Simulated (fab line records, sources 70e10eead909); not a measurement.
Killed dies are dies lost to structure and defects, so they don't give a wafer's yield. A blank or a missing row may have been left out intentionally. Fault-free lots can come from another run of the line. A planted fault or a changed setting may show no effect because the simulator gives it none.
Check for tools in common + flow nand harc + 12 lots, 42 wafers sampled

WHY IT WAS OPENED
Flagged at NHARC_A_ONON_D1_THK_MEAS_30: reading thk nm, on 2 of 12 lots. Fault-free wafers read 1001 nm, with a standard deviation of 8.8.
Rule: a lot is flagged in two cases, either no wafer of it has a number, or all its wafers with numbers fall more than 4 standard deviations from that mean. As for the other lots, they are considered sound.

| lot  | measured     | on            | thk nm (nm), wafer by wafer | flag    |
|------|--------------|---------------|-----------------------------|---------|
| L614 | day 8 07:37  | film metro-02 | 1010 1011 1009              |         |
| L615 | day 8 16:58  | film metro-01 | 998 999 999                 |         |
| L616 | day 9 01:58  | film metro-02 | 996 997 996                 |         |
| L617 | day 9 11:17  | film metro-02 | 995 994 995                 |         |
| L619 | day 10 14:15 | film metro-02 | 1008 1011 1010              |         |
| L621 | day 11 03:21 | film metro-02 | 994 995 992                 |         |
| L620 | day 11 03:21 | film metro-01 | 1005 1005 1003              |         |
| L625 | day 12 21:19 | film metro-01 | 867 869 867 868 867 869     | FLAGGED |
| L631 | day 15 03:40 | film metro-01 | 1008 1009 1008              |         |
| L632 | day 15 22:37 | film metro-02 | 886 883 884 884 883 883     | FLAGGED |
| L635 | day 16 15:56 | film metro-01 | 988 987 987                 |         |
| L637 | day 17 17:23 | film metro-01 | 1006 1006 1004              |         |
The mean of the flagged lots' numbers is 876 nm, -125 nm from the usual (-14 standard deviations).

TOOL THAT RAN EACH LOT
2 process steps preceding the reading are held in the record, out of 1302 steps in the route. Every cell lists first the tool, next ch and the chambers used by the sampled wafers, and last the start.
| lot  | flag    | NHARC_A_ZERO_WELL_ETCH_13        | NHARC_A_ONON_D1_DEP_28           |
|------|---------|----------------------------------|----------------------------------|
| L614 |         | rie si-04 ch 0,1,3, day 6 16:58  | pecvd onon-02 ch 0, day 8 07:12  |
| L615 |         | rie si-04 ch 0,1, day 7 06:32    | pecvd onon-01 ch 0, day 8 16:26  |
| L616 |         | rie si-05 ch 0,1,2, day 7 13:45  | pecvd onon-01 ch 0, day 9 01:31  |
| L617 |         | rie si-05 ch 0,1,2, day 8 01:08  | pecvd onon-03 ch 0, day 9 10:50  |
| L619 |         | rie si-03 ch 1,2,3, day 9 01:00  | pecvd onon-02 ch 0, day 10 13:44 |
| L621 |         | rie si-05 ch 0,2,3, day 9 15:12  | pecvd onon-03 ch 0, day 11 02:53 |
| L620 |         | rie si-03 ch 0,1, day 9 14:31    | pecvd onon-01 ch 0, day 11 02:54 |
| L625 | FLAGGED | rie si-04 ch 1,2,3, day 11 11:55 | pecvd onon-03 ch 0, day 12 20:52 |
| L631 |         | rie si-03 ch 0,1, day 13 17:29   | pecvd onon-01 ch 0, day 15 03:13 |
| L632 | FLAGGED | rie si-05 ch 1,2,3, day 14 07:04 | pecvd onon-03 ch 0, day 15 22:06 |
| L635 |         | rie si-05 ch 2,3, day 15 07:15   | pecvd onon-01 ch 0, day 16 15:29 |
| L637 |         | rie si-04 ch 2,3, day 16 04:39   | pecvd onon-02 ch 0, day 17 16:52 |
These steps, and what they do:
- NHARC_A_ZERO_WELL_ETCH_13: etches the open film in HBr/Cl2, target depth 120 nm, time 40.1 s.
- NHARC_A_ONON_D1_DEP_28: target thk 1000 nm.
- NHARC_A_ONON_D1_THK_MEAS_30: measures by ellipsometry.

FLAGGED AGAINST TOTAL, ONE TOOL AT A TIME (gauges that did the reading follow at the end)
| step                        | tool          | lots run | flagged | share of the flagged lots | sound lots run after its first flagged lot |
|-----------------------------|---------------|----------|---------|---------------------------|--------------------------------------------|
| NHARC_A_ZERO_WELL_ETCH_13   | rie si-03     | 3        | 0       | none                      | -                                          |
| NHARC_A_ZERO_WELL_ETCH_13   | rie si-04     | 4        | 1       | some                      | 1 (L637)                                   |
| NHARC_A_ZERO_WELL_ETCH_13   | rie si-05     | 5        | 1       | some                      | 1 (L635)                                   |
| NHARC_A_ONON_D1_DEP_28      | pecvd onon-01 | 5        | 0       | none                      | -                                          |
| NHARC_A_ONON_D1_DEP_28      | pecvd onon-02 | 3        | 0       | none                      | -                                          |
| NHARC_A_ONON_D1_DEP_28      | pecvd onon-03 | 4        | 2       | all                       | 0                                          |
| NHARC_A_ONON_D1_THK_MEAS_30 | film metro-01 | 6        | 1       | some                      | 3 (L631,L635,L637)                         |
| NHARC_A_ONON_D1_THK_MEAS_30 | film metro-02 | 6        | 1       | some                      | 0                                          |

WHAT THE TABLE ALLOWS
In the table, 1 row covers all flagged lots: pecvd onon-03 at NHARC_A_ONON_D1_DEP_28.
- pecvd onon-03 at NHARC_A_ONON_D1_DEP_28 ran 4 lots, 2 of them flagged. It ran its last sound lot, L621, at day 11 02:53 and its first flagged lot, L625, at day 12 20:52: a fault with its onset between the two fits.
Just one tool remains: pecvd onon-03 at NHARC_A_ONON_D1_DEP_28.

WHAT WAS PUT IN BY THE SIMULATOR
Site profile drift: pecvd onon-03, from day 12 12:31 on, at NHARC_A_ONON_D1_DEP_28. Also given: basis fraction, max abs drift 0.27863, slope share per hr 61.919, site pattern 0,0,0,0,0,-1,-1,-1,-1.
Lots struck among those shown: L625, L632. The rule given above showed the same thing.
